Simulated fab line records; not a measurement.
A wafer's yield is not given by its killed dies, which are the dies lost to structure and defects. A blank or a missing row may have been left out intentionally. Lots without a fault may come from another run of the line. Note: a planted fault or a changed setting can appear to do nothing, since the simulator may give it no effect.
fab line records :: flow nandHarc
record:
  lots: 6
  wafers: 18
  lastDay: 24
route steps=1159 shown A_SOURCE_PLATE@420 A_ONON_D1@424 END@1159
lots with no fault: from the same line, run without faults
startH: the number of hours between the record's first day and the start of the first shown wafer of the lot :: waitH: hours elapsed since this lot's preceding step :: " same as the row above :: L1.1+2: a single row standing in for several wafers :: - no value, or no start given :: * or withheld: withheld :: < > ~ a bound
route shown NAME@n: NAME is a module with steps in the file, n the number in the route of the first one :: usual: average and standard deviation across the fault-free wafers :: same: alike in all rows :: chamber/n: place in a boat :: sites: per-site readings :: _std_site: the values' standard deviation :: _edge_site: the outer-site mean with the inner-site mean subtracted :: radiusMm: for every site, how far away it sits from the centre of the wafer :: mask NAME#n: copy n :: behind: the most recent tool/chamber to have shaped the wafer :: hold: cause of the lot's hold/its duration in hours/its outcome :: device: whichever transistor did not switch (one of n, p or np) :: end of line: at the end of the route, the tests of the same wafers :: a step with no rows: only its recipe :: killed: dies lost to structure and defects at the first sort, not the wafer's yield :: map: dies across one wafer; x = killed, . = not, _ = none there
set.NAME: the setting as run; set.NAME@STEP: as run at that earlier step :: model.NAME: the simulator's own value behind a step, which no gauge read
lots at some steps of the route; a table a step, a row a wafer
services: from which hour (startH, from the record's first day; less than 0 if before it) a tool's chamber was out of use, for how many hours, and why
== steps ==
step: NHARC_A_SOURCE_PLATE_THK_MEAS_06
recipe:
  thkMeasGauge: ellipsometry
usual:
  thkNm: 199.8/2.1
lot.wafer: L207.2
tool: filmMetro-01
chamber: -
startH: 171.16
waitH: 0.4
thkNm: 201.1

lot.wafer: L207.3
tool: filmMetro-01
chamber: -
startH: 171.16
waitH: 0.4
thkNm: 202.2

lot.wafer: L207.6
tool: filmMetro-01
chamber: -
startH: 171.16
waitH: 0.4
thkNm: 200.8

lot.wafer: L209.3
tool: filmMetro-01
chamber: -
startH: 193.40
waitH: 0.4
thkNm: 202.0

lot.wafer: L209.4
tool: filmMetro-01
chamber: -
startH: 193.40
waitH: 0.4
thkNm: 201.3

lot.wafer: L209.6
tool: filmMetro-01
chamber: -
startH: 193.40
waitH: 0.4
thkNm: 201.3

lot.wafer: L223.1
tool: filmMetro-01
chamber: -
startH: 273.72
waitH: 0.4
thkNm: 198.8

lot.wafer: L223.5
tool: filmMetro-01
chamber: -
startH: 273.72
waitH: 0.4
thkNm: 202.4

lot.wafer: L223.6
tool: filmMetro-01
chamber: -
startH: 273.72
waitH: 0.4
thkNm: 201.1

lot.wafer: L224.2
tool: filmMetro-02
chamber: -
startH: 273.72
waitH: 0.4
thkNm: 200.4

lot.wafer: L224.4
tool: filmMetro-02
chamber: -
startH: 273.72
waitH: 0.4
thkNm: 202.0

lot.wafer: L224.6
tool: filmMetro-02
chamber: -
startH: 273.72
waitH: 0.4
thkNm: 200.1

lot.wafer: L226.1
tool: filmMetro-01
chamber: -
startH: 282.17
waitH: 0.4
thkNm: 199.5

lot.wafer: L226.2
tool: filmMetro-01
chamber: -
startH: 282.17
waitH: 0.4
thkNm: 199.6

lot.wafer: L226.5
tool: filmMetro-01
chamber: -
startH: 282.17
waitH: 0.4
thkNm: 199.4

lot.wafer: L225.1
tool: filmMetro-02
chamber: -
startH: 282.17
waitH: 0.4
thkNm: 197.9

lot.wafer: L225.4
tool: filmMetro-02
chamber: -
startH: 282.17
waitH: 0.4
thkNm: 197.6

lot.wafer: L225.6
tool: filmMetro-02
chamber: -
startH: 282.17
waitH: 0.4
thkNm: 199.5
step: NHARC_A_SOURCE_PLATE_INSPECT_08
usual:
  rawDefectCount: 62/26
lot.wafer: L207.2
tool: defectInspect-01
chamber: -
startH: 171.27
waitH: 0.0
rawDefectCount: 54

lot.wafer: L207.3
tool: defectInspect-01
chamber: -
startH: 171.27
waitH: 0.0
rawDefectCount: 57

lot.wafer: L207.6
tool: defectInspect-01
chamber: -
startH: 171.27
waitH: 0.0
rawDefectCount: 65

lot.wafer: L209.3
tool: defectInspect-02
chamber: -
startH: 193.46
waitH: 0.0
rawDefectCount: 32

lot.wafer: L209.4
tool: defectInspect-02
chamber: -
startH: 193.46
waitH: 0.0
rawDefectCount: 70

lot.wafer: L209.6
tool: defectInspect-02
chamber: -
startH: 193.46
waitH: 0.0
rawDefectCount: 40

lot.wafer: L223.1
tool: defectInspect-01
chamber: -
startH: 273.78
waitH: 0.0
rawDefectCount: 60

lot.wafer: L223.5
tool: defectInspect-01
chamber: -
startH: 273.78
waitH: 0.0
rawDefectCount: 82

lot.wafer: L223.6
tool: defectInspect-01
chamber: -
startH: 273.78
waitH: 0.0
rawDefectCount: 69

lot.wafer: L224.2
tool: defectInspect-02
chamber: -
startH: 273.79
waitH: 0.0
rawDefectCount: 57

lot.wafer: L224.4
tool: defectInspect-02
chamber: -
startH: 273.79
waitH: 0.0
rawDefectCount: 37

lot.wafer: L224.6
tool: defectInspect-02
chamber: -
startH: 273.79
waitH: 0.0
rawDefectCount: 38

lot.wafer: L225.1
tool: defectInspect-02
chamber: -
startH: 282.23
waitH: 0.0
rawDefectCount: 58

lot.wafer: L225.4
tool: defectInspect-02
chamber: -
startH: 282.23
waitH: 0.0
rawDefectCount: 54

lot.wafer: L225.6
tool: defectInspect-02
chamber: -
startH: 282.23
waitH: 0.0
rawDefectCount: 41

lot.wafer: L226.1
tool: defectInspect-01
chamber: -
startH: 282.23
waitH: 0.0
rawDefectCount: 47

lot.wafer: L226.2
tool: defectInspect-01
chamber: -
startH: 282.23
waitH: 0.0
rawDefectCount: 86

lot.wafer: L226.5
tool: defectInspect-01
chamber: -
startH: 282.23
waitH: 0.0
rawDefectCount: 107
step: NHARC_A_ONON_D1_DEP_00
recipe:
  targetThkA: 10000
  n2FlowSccm: 2750
  n2oFlowSccm: 2000
  nh3FlowSccm: 500
  sih4FlowSccm: 210
  tempC: 400
step: NHARC_A_ONON_D1_THK_MEAS_02
recipe:
  thkMeasGauge: ellipsometry
usual:
  thkNm: 999/9
lot.wafer: L207.2
tool: filmMetro-01
chamber: -
startH: 171.85
waitH: -
thkNm: 974

lot.wafer: L207.3
tool: filmMetro-01
chamber: -
startH: 171.85
waitH: -
thkNm: 975

lot.wafer: L207.6
tool: filmMetro-01
chamber: -
startH: 171.85
waitH: -
thkNm: 974

lot.wafer: L209.3
tool: filmMetro-02
chamber: -
startH: 194.06
waitH: -
thkNm: 1006

lot.wafer: L209.4
tool: filmMetro-02
chamber: -
startH: 194.06
waitH: -
thkNm: 1007

lot.wafer: L209.6
tool: filmMetro-02
chamber: -
startH: 194.06
waitH: -
thkNm: 1005

lot.wafer: L223.1
tool: filmMetro-02
chamber: -
startH: 274.35
waitH: -
thkNm: 996

lot.wafer: L223.5
tool: filmMetro-02
chamber: -
startH: 274.35
waitH: -
thkNm: 996

lot.wafer: L223.6
tool: filmMetro-02
chamber: -
startH: 274.35
waitH: -
thkNm: 994

lot.wafer: L224.2
tool: filmMetro-01
chamber: -
startH: 274.37
waitH: -
thkNm: 991

lot.wafer: L224.4
tool: filmMetro-01
chamber: -
startH: 274.37
waitH: -
thkNm: 991

lot.wafer: L224.6
tool: filmMetro-01
chamber: -
startH: 274.37
waitH: -
thkNm: 990

lot.wafer: L226.1
tool: filmMetro-01
chamber: -
startH: 282.81
waitH: -
thkNm: 1003

lot.wafer: L226.2
tool: filmMetro-01
chamber: -
startH: 282.81
waitH: -
thkNm: 1003

lot.wafer: L226.5
tool: filmMetro-01
chamber: -
startH: 282.81
waitH: -
thkNm: 1004

lot.wafer: L225.1
tool: filmMetro-02
chamber: -
startH: 282.81
waitH: -
thkNm: 996

lot.wafer: L225.4
tool: filmMetro-02
chamber: -
startH: 282.81
waitH: -
thkNm: 994

lot.wafer: L225.6
tool: filmMetro-02
chamber: -
startH: 282.81
waitH: -
thkNm: 994
step: NHARC_A_ONON_D1_DEP_03
recipe:
  targetThkA: 10000
  n2FlowSccm: 2750
  n2oFlowSccm: 2000
  nh3FlowSccm: 500
  sih4FlowSccm: 210
  tempC: 400
step: NHARC_A_ONON_D1_THK_MEAS_05
recipe:
  thkMeasGauge: ellipsometry
usual:
  thkNm: 1003/11
lot.wafer: L207.2
tool: filmMetro-01
chamber: -
startH: 172.41
waitH: -
thkNm: 1000

lot.wafer: L207.3
tool: filmMetro-01
chamber: -
startH: 172.41
waitH: -
thkNm: 999

lot.wafer: L207.6
tool: filmMetro-01
chamber: -
startH: 172.41
waitH: -
thkNm: 999

lot.wafer: L209.3
tool: filmMetro-01
chamber: -
startH: 194.63
waitH: -
thkNm: 1016

lot.wafer: L209.4
tool: filmMetro-01
chamber: -
startH: 194.63
waitH: -
thkNm: 1017

lot.wafer: L209.6
tool: filmMetro-01
chamber: -
startH: 194.63
waitH: -
thkNm: 1016

lot.wafer: L223.1
tool: filmMetro-02
chamber: -
startH: 274.92
waitH: -
thkNm: 994

lot.wafer: L223.5
tool: filmMetro-02
chamber: -
startH: 274.92
waitH: -
thkNm: 996

lot.wafer: L223.6
tool: filmMetro-02
chamber: -
startH: 274.92
waitH: -
thkNm: 997

lot.wafer: L224.2
tool: filmMetro-01
chamber: -
startH: 274.93
waitH: -
thkNm: 1006

lot.wafer: L224.4
tool: filmMetro-01
chamber: -
startH: 274.93
waitH: -
thkNm: 1008

lot.wafer: L224.6
tool: filmMetro-01
chamber: -
startH: 274.93
waitH: -
thkNm: 1006

lot.wafer: L226.1
tool: filmMetro-02
chamber: -
startH: 283.38
waitH: -
thkNm: 997

lot.wafer: L226.2
tool: filmMetro-02
chamber: -
startH: 283.38
waitH: -
thkNm: 996

lot.wafer: L226.5
tool: filmMetro-02
chamber: -
startH: 283.38
waitH: -
thkNm: 997

lot.wafer: L225.1
tool: filmMetro-01
chamber: -
startH: 283.38
waitH: -
thkNm: 1001

lot.wafer: L225.4
tool: filmMetro-01
chamber: -
startH: 283.38
waitH: -
thkNm: 1000

lot.wafer: L225.6
tool: filmMetro-01
chamber: -
startH: 283.38
waitH: -
thkNm: 1002
step: NHARC_A_ONON_D1_DEP_06
recipe:
  targetThkA: 10000
  n2FlowSccm: 2750
  n2oFlowSccm: 2000
  nh3FlowSccm: 500
  sih4FlowSccm: 210
  tempC: 400
step: NHARC_A_ONON_D1_THK_MEAS_08
recipe:
  thkMeasGauge: ellipsometry
usual:
  thkNm: 1001/9.5
lot.wafer: L207.2
tool: filmMetro-01
chamber: -
startH: 172.98
waitH: -
thkNm: 1010

lot.wafer: L207.3
tool: filmMetro-01
chamber: -
startH: 172.98
waitH: -
thkNm: 1012

lot.wafer: L207.6
tool: filmMetro-01
chamber: -
startH: 172.98
waitH: -
thkNm: 1012

lot.wafer: L209.3
tool: filmMetro-02
chamber: -
startH: 195.19
waitH: -
thkNm: 983

lot.wafer: L209.4
tool: filmMetro-02
chamber: -
startH: 195.19
waitH: -
thkNm: 982

lot.wafer: L209.6
tool: filmMetro-02
chamber: -
startH: 195.19
waitH: -
thkNm: 982

lot.wafer: L223.1
tool: filmMetro-01
chamber: -
startH: 275.48
waitH: -
thkNm: 986

lot.wafer: L223.5
tool: filmMetro-01
chamber: -
startH: 275.48
waitH: -
thkNm: 987

lot.wafer: L223.6
tool: filmMetro-01
chamber: -
startH: 275.48
waitH: -
thkNm: 988

lot.wafer: L224.2
tool: filmMetro-02
chamber: -
startH: 275.49
waitH: -
thkNm: 998

lot.wafer: L224.4
tool: filmMetro-02
chamber: -
startH: 275.49
waitH: -
thkNm: 998

lot.wafer: L224.6
tool: filmMetro-02
chamber: -
startH: 275.49
waitH: -
thkNm: 997

lot.wafer: L226.1
tool: filmMetro-01
chamber: -
startH: 283.94
waitH: -
thkNm: 973

lot.wafer: L226.2
tool: filmMetro-01
chamber: -
startH: 283.94
waitH: -
thkNm: 971

lot.wafer: L226.5
tool: filmMetro-01
chamber: -
startH: 283.94
waitH: -
thkNm: 974

lot.wafer: L225.1
tool: filmMetro-02
chamber: -
startH: 283.97
waitH: -
thkNm: 999

lot.wafer: L225.4
tool: filmMetro-02
chamber: -
startH: 283.97
waitH: -
thkNm: 999

lot.wafer: L225.6
tool: filmMetro-02
chamber: -
startH: 283.97
waitH: -
thkNm: 997
step: NHARC_A_ONON_D1_DEP_09
recipe:
  targetThkA: 10000
  n2FlowSccm: 2750
  n2oFlowSccm: 2000
  nh3FlowSccm: 500
  sih4FlowSccm: 210
  tempC: 400
step: NHARC_A_ONON_D1_THK_MEAS_11
recipe:
  thkMeasGauge: ellipsometry
usual:
  thkNm: 996/9.1
lot.wafer: L207.2
tool: filmMetro-01
chamber: -
startH: 173.55
waitH: -
thkNm: 1008

lot.wafer: L207.3
tool: filmMetro-01
chamber: -
startH: 173.55
waitH: -
thkNm: 1008

lot.wafer: L207.6
tool: filmMetro-01
chamber: -
startH: 173.55
waitH: -
thkNm: 1009

lot.wafer: L209.3
tool: filmMetro-01
chamber: -
startH: 195.76
waitH: -
thkNm: 998

lot.wafer: L209.4
tool: filmMetro-01
chamber: -
startH: 195.76
waitH: -
thkNm: 997

lot.wafer: L209.6
tool: filmMetro-01
chamber: -
startH: 195.76
waitH: -
thkNm: 996

lot.wafer: L223.1
tool: filmMetro-02
chamber: -
startH: 276.04
waitH: -
thkNm: 988

lot.wafer: L223.5
tool: filmMetro-02
chamber: -
startH: 276.04
waitH: -
thkNm: 987

lot.wafer: L223.6
tool: filmMetro-02
chamber: -
startH: 276.04
waitH: -
thkNm: 988

lot.wafer: L224.2
tool: filmMetro-01
chamber: -
startH: 276.05
waitH: -
thkNm: 1002

lot.wafer: L224.4
tool: filmMetro-01
chamber: -
startH: 276.05
waitH: -
thkNm: 1003

lot.wafer: L224.6
tool: filmMetro-01
chamber: -
startH: 276.05
waitH: -
thkNm: 1003

lot.wafer: L226.1
tool: filmMetro-01
chamber: -
startH: 284.51
waitH: -
thkNm: 992

lot.wafer: L226.2
tool: filmMetro-01
chamber: -
startH: 284.51
waitH: -
thkNm: 993

lot.wafer: L226.5
tool: filmMetro-01
chamber: -
startH: 284.51
waitH: -
thkNm: 995

lot.wafer: L225.1
tool: filmMetro-02
chamber: -
startH: 284.53
waitH: -
thkNm: 993

lot.wafer: L225.4
tool: filmMetro-02
chamber: -
startH: 284.53
waitH: -
thkNm: 992

lot.wafer: L225.6
tool: filmMetro-02
chamber: -
startH: 284.53
waitH: -
thkNm: 992
step: NHARC_A_ONON_D1_DEP_12
recipe:
  targetThkA: 10000
  n2FlowSccm: 2750
  n2oFlowSccm: 2000
  nh3FlowSccm: 500
  sih4FlowSccm: 210
  tempC: 400
lot.wafer: L207.2+3+6
tool: pecvdOnon-02
chamber: 0
startH: 173.66
waitH: 0.1

lot.wafer: L209.3+4+6
tool: pecvdOnon-04
chamber: 0
startH: 195.93
waitH: 0.2

lot.wafer: L223.1+5+6
tool: pecvdOnon-01
chamber: 0
startH: 276.10
waitH: 0.1

lot.wafer: L224.2+4+6
tool: pecvdOnon-04
chamber: 0
startH: 276.17
waitH: 0.1

lot.wafer: L226.1+2+5
tool: pecvdOnon-04
chamber: 0
startH: 284.56
waitH: 0.1

lot.wafer: L225.1+4+6
tool: pecvdOnon-02
chamber: 0
startH: 284.59
waitH: 0.1
step: NHARC_A_ONON_D1_THK_MEAS_14
recipe:
  thkMeasGauge: ellipsometry
usual:
  thkNm: 998/8.3
lot.wafer: L207.2
tool: filmMetro-01
chamber: -
startH: 174.11
waitH: -
thkNm: 995

lot.wafer: L207.3
tool: filmMetro-01
chamber: -
startH: 174.11
waitH: -
thkNm: 996

lot.wafer: L207.6
tool: filmMetro-01
chamber: -
startH: 174.11
waitH: -
thkNm: 996

lot.wafer: L209.3
tool: filmMetro-01
chamber: -
startH: 196.33
waitH: -
thkNm: 1011

lot.wafer: L209.4
tool: filmMetro-01
chamber: -
startH: 196.33
waitH: -
thkNm: 1010

lot.wafer: L209.6
tool: filmMetro-01
chamber: -
startH: 196.33
waitH: -
thkNm: 1012

lot.wafer: L223.1
tool: filmMetro-01
chamber: -
startH: 276.61
waitH: -
thkNm: 1003

lot.wafer: L223.5
tool: filmMetro-01
chamber: -
startH: 276.61
waitH: -
thkNm: 1002

lot.wafer: L223.6
tool: filmMetro-01
chamber: -
startH: 276.61
waitH: -
thkNm: 1002

lot.wafer: L224.2
tool: filmMetro-01
chamber: -
startH: 276.62
waitH: -
thkNm: 418

lot.wafer: L224.4
tool: filmMetro-01
chamber: -
startH: 276.62
waitH: -
thkNm: 417

lot.wafer: L224.6
tool: filmMetro-01
chamber: -
startH: 276.62
waitH: -
thkNm: 418

lot.wafer: L226.1
tool: filmMetro-02
chamber: -
startH: 285.08
waitH: -
thkNm: 429

lot.wafer: L226.2
tool: filmMetro-02
chamber: -
startH: 285.08
waitH: -
thkNm: 430

lot.wafer: L226.5
tool: filmMetro-02
chamber: -
startH: 285.08
waitH: -
thkNm: 427

lot.wafer: L225.1
tool: filmMetro-01
chamber: -
startH: 285.10
waitH: -
thkNm: 981

lot.wafer: L225.4
tool: filmMetro-01
chamber: -
startH: 285.10
waitH: -
thkNm: 980

lot.wafer: L225.6
tool: filmMetro-01
chamber: -
startH: 285.10
waitH: -
thkNm: 980
step: NHARC_A_ONON_D1_ANNEAL_15
recipe:
  tempC: 750
  timeS: 3600
step: NHARC_END_SORT_01
recipe:
  tempC: 25
usual:
  killedAtArray: 27/9.9
  killedAtOther: 0.5/0.76
  killedAtPeriphery: 3.4/2.2
  killedDies: 31/10
  killedOpen: 3.3/2
  killedShort: 2.0/1.5
same:
  grossDies: 677
lot.wafer: L207.2
tool: prober-02
chamber: 0
startH: 462.50
waitH: 2.8
killedAtArray: 22
killedAtOther: 0
killedAtPeriphery: 1
killedDies: 23
killedOpen: 1
killedShort: 0

lot.wafer: L207.3
tool: prober-02
chamber: 0
startH: 463.28
waitH: 3.1
killedAtArray: 29
killedAtOther: 0
killedAtPeriphery: 1
killedDies: 30
killedOpen: 1
killedShort: 2

lot.wafer: L207.6
tool: prober-02
chamber: 0
startH: 465.65
waitH: 3.9
killedAtArray: 21
killedAtOther: 1
killedAtPeriphery: 4
killedDies: 26
killedOpen: 5
killedShort: 2

lot.wafer: L224.2
tool: prober-01
chamber: 0
startH: 551.07
waitH: 2.8
killedAtArray: 673
killedAtOther: 1
killedAtPeriphery: 3
killedDies: 677
killedOpen: 2
killedShort: 0

lot.wafer: L224.4
tool: prober-01
chamber: 0
startH: 552.69
waitH: 3.4
killedAtArray: 673
killedAtOther: 0
killedAtPeriphery: 4
killedDies: 677
killedOpen: 3
killedShort: 4

lot.wafer: L224.6
tool: prober-01
chamber: 0
startH: 554.30
waitH: 4.0
killedAtArray: 673
killedAtOther: 2
killedAtPeriphery: 2
killedDies: 677
killedOpen: 4
killedShort: 1

lot.wafer: L226.1
tool: prober-02
chamber: 0
startH: 558.05
waitH: 2.5
killedAtArray: 674
killedAtOther: 0
killedAtPeriphery: 3
killedDies: 677
killedOpen: 5
killedShort: 1

lot.wafer: L226.2
tool: prober-02
chamber: 0
startH: 558.86
waitH: 2.8
killedAtArray: 668
killedAtOther: 1
killedAtPeriphery: 8
killedDies: 677
killedOpen: 2
killedShort: 3

lot.wafer: L226.5
tool: prober-02
chamber: 0
startH: 561.29
waitH: 3.7
killedAtArray: 672
killedAtOther: 0
killedAtPeriphery: 5
killedDies: 677
killedOpen: 3
killedShort: 1
killed by level:class
L207.2 A_CHANNEL_HOLE_D1:chamberFilmFlake=13 A_CONTACT:chamberFilmFlake=4 A_WL_FILL:chamberFilmFlake=3 A_STAIRCASE:chamberFilmFlake=2 P_GATE:geometricParticle:open=1
L207.3 A_CHANNEL_HOLE_D1:chamberFilmFlake=11 A_BLC:chamberFilmFlake=7 A_CONTACT:chamberFilmFlake=4 A_STAIRCASE:chamberFilmFlake=3 A_ONON_D1:geometricParticle:short=1 A_WL_FILL:geometricParticle:short=1 A_BLC:geometricParticle:open=1 P_GATE:chamberFilmFlake=1
L207.6 A_CHANNEL_HOLE_D1:chamberFilmFlake=9 A_STAIRCASE:chamberFilmFlake=5 A_CONTACT:chamberFilmFlake=3 A_CONTACT:geometricParticle:open=2 P_CONTACT:geometricParticle:open=1 P_M0:geometricParticle:open=1 P_M0:geometricParticle:short=1 A_WL_FILL:geometricParticle:open=1
L224.2 A_ONON_D1:areaDep=657 A_CHANNEL_HOLE_D1:chamberFilmFlake=7 A_CONTACT:chamberFilmFlake=6 A_STAIRCASE:chamberFilmFlake=2 P_GATE:geometricParticle:open=1 P_M0:geometricParticle:open=1 P_GATE:chamberFilmFlake=1 A_M1:chamberFilmFlake=1
L224.4 A_ONON_D1:areaDep=653 A_CHANNEL_HOLE_D1:chamberFilmFlake=8 A_CONTACT:chamberFilmFlake=5 A_ONON_D1:geometricParticle:short=2 P_CONTACT:geometricParticle:open=1 P_M2:geometricParticle:short=1 A_WL_FILL:geometricParticle:open=1 A_CONTACT:geometricParticle:short=1
L224.6 A_ONON_D1:areaDep=650 A_CONTACT:chamberFilmFlake=8 A_CHANNEL_HOLE_D1:chamberFilmFlake=4 A_STAIRCASE:chamberFilmFlake=4 A_CHANNEL_FILL_D1:geometricParticle:open=2 A_M1:chamberFilmFlake=2 THIN_TSV:chamberFilmFlake=2 P_STI:geometricParticle:short=1
L226.1 A_ONON_D1:areaDep=625 A_SLIT:chamberFilmFlake=29 A_CHANNEL_HOLE_D1:chamberFilmFlake=4 A_WL_FILL:chamberFilmFlake=4 A_CONTACT:chamberFilmFlake=3 A_WL_FILL:geometricParticle:open=2 A_M1:chamberFilmFlake=2 A_ONON_D1:geometricParticle:open=1
L226.2 A_ONON_D1:areaDep=635 A_SLIT:chamberFilmFlake=15 A_CHANNEL_HOLE_D1:chamberFilmFlake=9 P_M2:chamberFilmFlake=5 A_CONTACT:chamberFilmFlake=4 P_CONTACT:geometricParticle:open=2 A_STAIRCASE:chamberFilmFlake=2 P_STI:geometricParticle:short=1
L226.5 A_ONON_D1:areaDep=635 A_SLIT:chamberFilmFlake=14 A_CHANNEL_HOLE_D1:chamberFilmFlake=8 A_CONTACT:chamberFilmFlake=5 A_WL_FILL:chamberFilmFlake=4 P_M2:chamberFilmFlake=3 A_M1:chamberFilmFlake=2 P_CONTACT:geometricParticle:open=1
map L224.2 (x killed, . not)
____________x____________
_________xxxxxxx_________
_______xxxxxxxxxxx_______
______xxxxxxxxxxxxx______
_____xxxxxxxxxxxxxxx_____
____xxxxxxxxxxxxxxxxx____
____xxxxxxxxxxxxxxxxx____
___xxxxxxxxxxxxxxxxxxx___
___xxxxxxxxxxxxxxxxxxx___
__xxxxxxxxxxxxxxxxxxxxx__
__xxxxxxxxxxxxxxxxxxxxx__
_xxxxxxxxxxxxxxxxxxxxxxx_
_xxxxxxxxxxxxxxxxxxxxxxx_
_xxxxxxxxxxxxxxxxxxxxxxx_
_xxxxxxxxxxxxxxxxxxxxxxx_
_xxxxxxxxxxxxxxxxxxxxxxx_
xxxxxxxxxxxxxxxxxxxxxxxxx
xxxxxxxxxxxxxxxxxxxxxxxxx
xxxxxxxxxxxxxxxxxxxxxxxxx
xxxxxxxxxxxxxxxxxxxxxxxxx
xxxxxxxxxxxxxxxxxxxxxxxxx
_xxxxxxxxxxxxxxxxxxxxxxx_
_xxxxxxxxxxxxxxxxxxxxxxx_
_xxxxxxxxxxxxxxxxxxxxxxx_
_xxxxxxxxxxxxxxxxxxxxxxx_
_xxxxxxxxxxxxxxxxxxxxxxx_
__xxxxxxxxxxxxxxxxxxxxx__
__xxxxxxxxxxxxxxxxxxxxx__
___xxxxxxxxxxxxxxxxxxx___
___xxxxxxxxxxxxxxxxxxx___
____xxxxxxxxxxxxxxxxx____
____xxxxxxxxxxxxxxxxx____
_____xxxxxxxxxxxxxxx_____
______xxxxxxxxxxxxx______
_______xxxxxxxxxxx_______
_________xxxxxxx_________
____________x____________
map L226.1 (x killed, . not)
____________x____________
_________xxxxxxx_________
_______xxxxxxxxxxx_______
______xxxxxxxxxxxxx______
_____xxxxxxxxxxxxxxx_____
____xxxxxxxxxxxxxxxxx____
____xxxxxxxxxxxxxxxxx____
___xxxxxxxxxxxxxxxxxxx___
___xxxxxxxxxxxxxxxxxxx___
__xxxxxxxxxxxxxxxxxxxxx__
__xxxxxxxxxxxxxxxxxxxxx__
_xxxxxxxxxxxxxxxxxxxxxxx_
_xxxxxxxxxxxxxxxxxxxxxxx_
_xxxxxxxxxxxxxxxxxxxxxxx_
_xxxxxxxxxxxxxxxxxxxxxxx_
_xxxxxxxxxxxxxxxxxxxxxxx_
xxxxxxxxxxxxxxxxxxxxxxxxx
xxxxxxxxxxxxxxxxxxxxxxxxx
xxxxxxxxxxxxxxxxxxxxxxxxx
xxxxxxxxxxxxxxxxxxxxxxxxx
xxxxxxxxxxxxxxxxxxxxxxxxx
_xxxxxxxxxxxxxxxxxxxxxxx_
_xxxxxxxxxxxxxxxxxxxxxxx_
_xxxxxxxxxxxxxxxxxxxxxxx_
_xxxxxxxxxxxxxxxxxxxxxxx_
_xxxxxxxxxxxxxxxxxxxxxxx_
__xxxxxxxxxxxxxxxxxxxxx__
__xxxxxxxxxxxxxxxxxxxxx__
___xxxxxxxxxxxxxxxxxxx___
___xxxxxxxxxxxxxxxxxxx___
____xxxxxxxxxxxxxxxxx____
____xxxxxxxxxxxxxxxxx____
_____xxxxxxxxxxxxxxx_____
______xxxxxxxxxxxxx______
_______xxxxxxxxxxx_______
_________xxxxxxx_________
____________x____________
== services ==
tool: pecvdOnon-01
chamber: -
startH: 195.03
hours: 13.0
kind: pm

tool: pecvdOnon-02
chamber: -
startH: 208.27
hours: 11.4
kind: repair

tool: pecvdOnon-04
chamber: -
startH: 237.09
hours: 13.0
kind: pm
== key ==
firstSign:
  step: NHARC_A_ONON_D1_THK_MEAS_14
  reading: thkNm
  direction: down
  sigmas: 69
  usual: 998
  struck: 423
effect:
  step: NHARC_END_SORT_01
  reading: killedAtArray
  direction: up
  sigmas: 65
  usual: 27
  struck: 672
moreKillsBornAt:
  NHARC_A_ONON_D1_DEP_12@pecvdOnon-04: 3855
metAt NHARC_A_ONON_D1_DEP_12
struckWafers L224.2,L224.4,L224.6,L226.1,L226.2,L226.5
laterRowsLeftOut L224.2,L224.4,L224.6,L226.1,L226.2,L226.5
testerLeftOut L224,L226
onsetBetween 195.93 276.17
fault:
  kind: processParameterDrift
  tool: pecvdOnon-04
  chamber: -
  onsetH: 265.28
  steps: NHARC_A_ONON_D1_DEP_12
  channel: targetThkA
  offset: *
  shape: step
  endH: 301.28
  actsIn: *
  stated: *
testerLeftOut: of these lots the tester's yield and bins aren't shown, on N5 and GAA mostly nor the transistor test; their killed dies are dies lost to structure and defects alone, not to doping, threshold or leakage, so they don't give the yield
laterRowsLeftOut: the simulator's readings of these wafers behind a module that went badly wrong aren't trusted and aren't shown, but for the sort
